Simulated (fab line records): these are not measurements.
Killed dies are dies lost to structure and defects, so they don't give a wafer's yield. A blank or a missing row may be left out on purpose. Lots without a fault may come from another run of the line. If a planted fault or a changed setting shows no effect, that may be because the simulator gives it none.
fab line records | flow n5Finfet
record lots=6 wafers=18 lastDay=17
route steps=1938 shown SD_EPI_P@319 SD_ACTIVATION@330 PASSIVATION@1936
lots untouched by any fault: they come from a run of this same line in which no faults occurred
startH: hours from the record's opening day to when the first of the lot's shown wafers began | waitH: hours from the lot's prior step to this one | " identical to the entry in the row above | L1.1+2: a row that stands for several wafers | - value missing, or start not given | * or withheld: withheld | < > ~ a bound
route shown NAME@n: NAME is a module with steps in the file, n the number in the route of the first one | usual: average and standard deviation across the fault-free wafers | same: alike in all rows | chamber/n: place in a boat | sites: the reading at each site | _std_site: standard deviation of those values | _edge_site: mean of outer sites minus mean of inner sites | radiusMm: how far each site lies from the wafer's centre | mask NAME#n: copy n | behind: tool/chamber where the wafer was last shaped | hold: why the lot was held/for how many hours/how that ended | device: whichever transistor did not switch (one of n, p or np) | end of line: tests of these same wafers at the route's end | a step without rows: its recipe alone | killed: dies lost to structure and defects at the first sort, not the wafer's yield | map: a wafer's dies, marking killed ones x, the rest . and places with no die _
set.NAME: setting as actually run; set.NAME@STEP: the setting as run at that earlier step | model.NAME: the simulator's own value behind a step, which no gauge read
lots at some steps of the route; a table a step, a row a wafer
services: when a tool's chamber went out of use (startH, in hours from the record's first day, below 0 if earlier), for how many hours, and the reason
## steps
# step N5_SD_EPI_P_PRECLEAN_51
# recipe chemistry=NF3:NH3 afsCycles=1 tempC=30 timeS=20 sublimationTempC=180 sublimationTimeS=60 pressureTorr=3 rfPowerW=30
# step N5_SD_EPI_P_VAPOR_ETCH_44
# recipe chemistry=NF3/Ar target=SiGe30 tempC=25 timeS=3.3 mode=isotropic
# step N5_SD_EPI_P_EPI_21
# recipe material=SiGe:B dopant=B tempC=550 pressureTorr=20 ambient=H2 timeS=355
# step N5_SD_EPI_P_EPI_MEAS_23
# recipe mode=xrd
# usual thkNm=60.9/1.3
# columns lot.wafer tool chamber startH waitH thkNm
L697.4 filmMetro-02 - 66.52 1.3 58.6
L697.5 " - " " 59.4
L697.6 " - " " 61.8
L698.1 filmMetro-01 - 70.10 1.8 59.8
L698.4 " - " " 61.6
L698.5 " - " " 60.2
L708.2 filmMetro-01 - 132.40 1.5 59.2
L708.5 " - " " 61.0
L708.6 " - " " 58.0
L710.2 filmMetro-02 - 142.66 1.5 62.2
L710.3 " - " " 61.2
L710.6 " - " " 59.5
L713.2 filmMetro-02 - 160.11 1.5 60.0
L713.4 " - " " 60.4
L713.6 " - " " 61.7
L719.1 filmMetro-02 - 195.64 1.8 62.6
L719.3 " - " " 61.9
L719.4 " - " " 60.2
# step N5_SD_EPI_P_HM_STRIP_48
# recipe chemistry=H3PO4 tempC=160 material=SiNx target=SiNx targetDepthA=30 overetchFraction=0.3
# step N5_SD_EPI_P_SRD_49
# recipe dry=ipaMarangoni timeS=30 tempC=23 rinseLiquid=diw
# step N5_SD_EPI_P_PRECLEAN_24
# recipe chemistry=O3/DIW timeS=45 tempC=22 o3Ppm=10
# step N5_SD_EPI_P_PRECLEAN_32
# recipe chemistry=dHF timeS=10 dilution=500:1 tempC=25
# step N5_SD_EPI_P_PRECLEAN_33
# recipe chemistry=SC2 timeS=45 tempC=35 mix=1:1:50
# step N5_SD_EPI_P_SRD_25
# recipe timeS=30 tempC=23 rinseLiquid=diw dry=ipaMarangoni
# step N5_SD_EPI_P_INSPECT_26
# recipe inspectInstrument=darkfield mode=postEpi
# usual rawDefectCount=190/36
# columns lot.wafer tool chamber startH waitH rawDefectCount
L697.4 defectInspect-02 - 66.82 0.0 149
L697.5 " - " " 231
L697.6 " - " " 127
L698.1 defectInspect-01 - 70.39 0.0 223
L698.4 " - " " 252
L698.5 " - " " 174
L708.2 defectInspect-02 - 132.57 0.0 164
L708.5 " - " " 147
L708.6 " - " " 190
L710.2 defectInspect-01 - 142.84 0.0 193
L710.3 " - " " 171
L710.6 " - " " 102
L713.2 defectInspect-01 - 160.28 0.0 189
L713.4 " - " " 238
L713.6 " - " " 193
L719.1 defectInspect-02 - 195.81 0.0 181
L719.3 " - " " 193
L719.4 " - " " 227
# step N5_SD_ACTIVATION_RTA_00
# recipe tempC=975 timeS=0 ambient=N2 idleTempC=600 rampUpCPerS=150 rampDownCPerS=60 coolToC=600
# usual lampPowerPct=8.96/0.052 lamp_zone_3_pct=8.953/0.027 wafer_temp_C_max=975.0/1.8
# columns lot.wafer tool chamber startH waitH lampPowerPct lamp_zone_3_pct wafer_temp_C_max
L697.4 rtpAnneal-02 0 66.93 0.1 8.94 8.953 975.2
L697.5 " 0 " " 8.90 8.953 977.5
L697.6 " 0 " " 8.96 8.933 974.2
L698.1 rtpAnneal-02 0 70.42 0.0 8.88 8.968 974.6
L698.4 " 0 " " 9.01 8.970 972.4
L698.5 " 0 " " 8.99 8.968 972.7
L708.2 rtpAnneal-01 0 132.63 0.1 8.97 8.949 977.3
L708.5 " 0 " " 8.94 8.977 980.4
L708.6 " 0 " " 9.02 8.991 980.8
L710.2 rtpAnneal-01 0 142.90 0.1 9.11 8.968 977.0
L710.3 " 0 " " 8.98 8.987 973.1
L710.6 " 0 " " 8.93 8.936 976.8
L713.2 rtpAnneal-02 0 160.34 0.1 8.94 8.932 975.7
L713.4 " 0 " " 9.02 8.924 975.2
L713.6 " 0 " " 9.01 8.937 975.6
L719.1 rtpAnneal-02 0 195.84 0.0 8.92 8.926 976.3
L719.3 " 0 " " 8.98 8.935 976.6
L719.4 " 0 " " 8.93 8.936 974.3
# step N5_SD_ACTIVATION_LSA_01
# recipe tempC=1080 timeS=0.0008 ambient=N2
# usual wafer_temp_C_max=1087.5/1.7
# columns lot.wafer tool chamber startH waitH wafer_temp_C_max
L697.4 laserAnneal-02 0 67.13 0.2 1084.7
L697.5 " 0 " " 1085.0
L697.6 " 0 " " 1084.8
L698.1 laserAnneal-01 0 70.62 0.2 1089.2
L698.4 " 0 " " 1086.1
L698.5 " 0 " " 1088.8
L708.2 laserAnneal-01 0 132.83 0.2 1070.9
L708.5 " 0 " " 1071.2
L708.6 " 0 " " 1072.1
L710.2 laserAnneal-01 0 143.12 0.2 1074.6
L710.3 " 0 " " 1071.7
L710.6 " 0 " " 1073.6
L713.2 laserAnneal-02 0 160.54 0.2 1086.8
L713.4 " 0 " " 1084.1
L713.6 " 0 " " 1085.6
L719.1 laserAnneal-02 0 196.04 0.2 1086.9
L719.3 " 0 " " 1086.3
L719.4 " 0 " " 1086.6
# step N5_PASSIVATION_PROBE_49
# usual killed_at_M0_to_M3=34/8.9 killed_at_M4_up=13/4.6 killedAtContacts=12/5.5 killedAtFrontEnd=41/11 killedAtOther=3.1/2.9 killedDies=102/16 killedOpen=66/11 killedShort=34/7.6
# same grossDies=1180 killedAtBackSide=0
# columns lot.wafer tool chamber startH waitH killed_at_M0_to_M3 killed_at_M4_up killedAtContacts killedAtFrontEnd killedAtOther killedDies killedOpen killedShort
L697.4 prober-01 - 276.17 0.2 30 16 11 69 3 129 77 40
L697.5 prober-01 - 276.22 0.2 45 10 20 43 0 118 80 38
L697.6 prober-01 - 276.27 0.3 55 16 11 61 3 146 100 40
L698.1 prober-01 - 277.52 0.0 52 19 9 43 0 123 72 49
L698.4 prober-01 - 277.67 0.2 33 19 5 26 6 89 58 30
L698.5 prober-01 - 277.72 0.2 38 8 10 26 1 83 61 21
L710.2 prober-01 - 354.34 0.1 29 9 17 45 2 102 62 34
L710.3 prober-01 - 354.39 0.1 15 6 12 45 7 85 55 29
L710.6 prober-01 - 354.54 0.3 31 1 14 39 2 87 64 23
L719.1 prober-01 - 407.78 0.0 35 17 16 45 1 114 73 34
L719.3 prober-01 - 407.88 0.1 37 16 9 18 4 84 65 19
L719.4 prober-01 - 407.93 0.2 23 12 4 48 5 92 61 31
# killed by level:class
L697.4 FIN_SAQP:geometricParticle:open=13 FIN_SAQP:geometricParticle:short=12 MOL_CONTACT_COAG:geometricParticle:open=10 STI_FIN_REVEAL:geometricParticle:open=9 GATE_CUT:geometricParticle:short=8 BEOL_M2:geometricParticle:open=8 HKMG_FIN:areaEtch=8 BEOL_M0_SAQP:geometricParticle:open=6
L697.5 MOL_CONTACT_COAG:geometricParticle:open=15 BEOL_M0_SAQP:geometricParticle:open=14 FIN_SAQP:geometricParticle:open=12 STI_FIN_REVEAL:geometricParticle:open=12 FIN_SAQP:geometricParticle:short=11 BEOL_M0_SAQP:geometricParticle:short=8 BEOL_M2:geometricParticle:open=8 MOL_CONTACT_COAG:geometricParticle:short=5
L697.6 FIN_SAQP:geometricParticle:open=19 BEOL_M0_SAQP:geometricParticle:open=15 BEOL_M0_SAQP:geometricParticle:short=14 STI_FIN_REVEAL:geometricParticle:open=12 FIN_SAQP:geometricParticle:short=8 MOL_CONTACT_COAG:geometricParticle:open=8 BEOL_M0:geometricParticle:open=7 DUMMY_GATE:geometricParticle:open=6
L698.1 BEOL_M0_SAQP:geometricParticle:open=12 BEOL_M3:geometricParticle:open=12 FIN_SAQP:geometricParticle:short=10 MOL_CONTACT_COAG:geometricParticle:open=9 BEOL_M0_SAQP:geometricParticle:short=9 FIN_SAQP:geometricParticle:open=7 GATE_CUT:geometricParticle:short=7 BEOL_M4:geometricParticle:open=6
L698.4 BEOL_M2:geometricParticle:open=11 BEOL_M4:geometricParticle:open=8 BEOL_M3:geometricParticle:open=6 GATE_CUT:geometricParticle:open=5 GATE_CUT:geometricParticle:short=5 BEOL_M0_SAQP:geometricParticle:short=5 FIN_SAQP:geometricParticle:open=4 FIN_SAQP:geometricParticle:short=4
L698.5 BEOL_M3:geometricParticle:open=19 FIN_SAQP:geometricParticle:open=10 MOL_CONTACT_COAG:geometricParticle:open=9 FIN_SAQP:geometricParticle:short=6 BEOL_M1:geometricParticle:open=5 BEOL_M0_SAQP:geometricParticle:open=3 BEOL_M2:geometricParticle:open=3 BEOL_M5:geometricParticle:open=3
L710.2 MOL_CONTACT_COAG:geometricParticle:open=13 FIN_SAQP:geometricParticle:short=12 BEOL_M2:geometricParticle:open=7 STI_FIN_REVEAL:geometricParticle:open=6 BEOL_M0:geometricParticle:open=6 BEOL_M3:geometricParticle:open=6 HKMG_FIN:areaEtch=6 FIN_SAQP:geometricParticle:open=5
L710.3 FIN_SAQP:geometricParticle:open=17 STI_FIN_REVEAL:geometricParticle:open=9 MOL_CONTACT_COAG:geometricParticle:open=9 FIN_SAQP:geometricParticle:short=7 BEOL_M0_SAQP:geometricParticle:short=4 BEOL_M3:geometricParticle:open=4 MOL_CONTACT_COAG:geometricParticle:short=3 BEOL_M2:geometricParticle:open=3
L710.6 STI_FIN_REVEAL:geometricParticle:open=13 BEOL_M3:geometricParticle:open=13 MOL_CONTACT_COAG:geometricParticle:open=12 FIN_SAQP:geometricParticle:open=7 FIN_SAQP:geometricParticle:short=6 BEOL_M0_SAQP:geometricParticle:short=4 BEOL_M0_SAQP:geometricParticle:open=4 BEOL_M1:geometricParticle:open=3
L719.1 MOL_CONTACT_COAG:geometricParticle:open=15 BEOL_M3:geometricParticle:open=11 BEOL_M4:geometricParticle:open=10 HKMG_FIN:areaEtch=7 STARTING-WAFER:geometricParticle:short=6 BEOL_M0_SAQP:geometricParticle:open=6 BEOL_M1:geometricParticle:open=6 STI_FIN_REVEAL:geometricParticle:open=5
L719.3 BEOL_M1:geometricParticle:open=14 BEOL_M3:geometricParticle:open=8 MOL_CONTACT_COAG:geometricParticle:open=7 FIN_SAQP:geometricParticle:open=6 BEOL_M4:geometricParticle:open=6 BEOL_M0_SAQP:geometricParticle:open=5 BEOL_M4:geometricParticle:short=4 FIN_SAQP:geometricParticle:short=3
L719.4 FIN_SAQP:geometricParticle:open=13 BEOL_M3:geometricParticle:open=10 FIN_SAQP:geometricParticle:short=9 BEOL_M1:geometricParticle:open=5 STI_FIN_REVEAL:geometricParticle:open=4 BEOL_M4:geometricParticle:open=4 PASS1_CAP:geometricParticle:short=4 ILD0:geometricParticle:short=3
## services
# columns tool chamber startH hours kind
laserAnneal-02 - 162.51 2.5 repair
laserAnneal-02 - 177.56 1.6 pm
## key
firstSign step=N5_SD_ACTIVATION_LSA_01 reading=wafer_temp_C_max direction=down sigmas=8.8 usual=* struck=*
effect none on later readings
metAt N5_SD_ACTIVATION_LSA_01
struckWafers L708.2,L708.5,L708.6,L710.2,L710.3,L710.6
testerLeftOut L708,L710
onsetBetween 70.62 132.83
fault kind=processParameterDrift tool=laserAnneal-01 chamber=- onsetH=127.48 steps=N5_SD_ACTIVATION_LSA_01 channel=tempC offset=* shape=step endH=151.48 stated=*
# testerLeftOut: of these lots the tester's yield and bins aren't shown, on N5 and GAA mostly nor the transistor test; their killed dies are dies lost to structure and defects alone, not to doping, threshold or leakage, so they don't give the yield
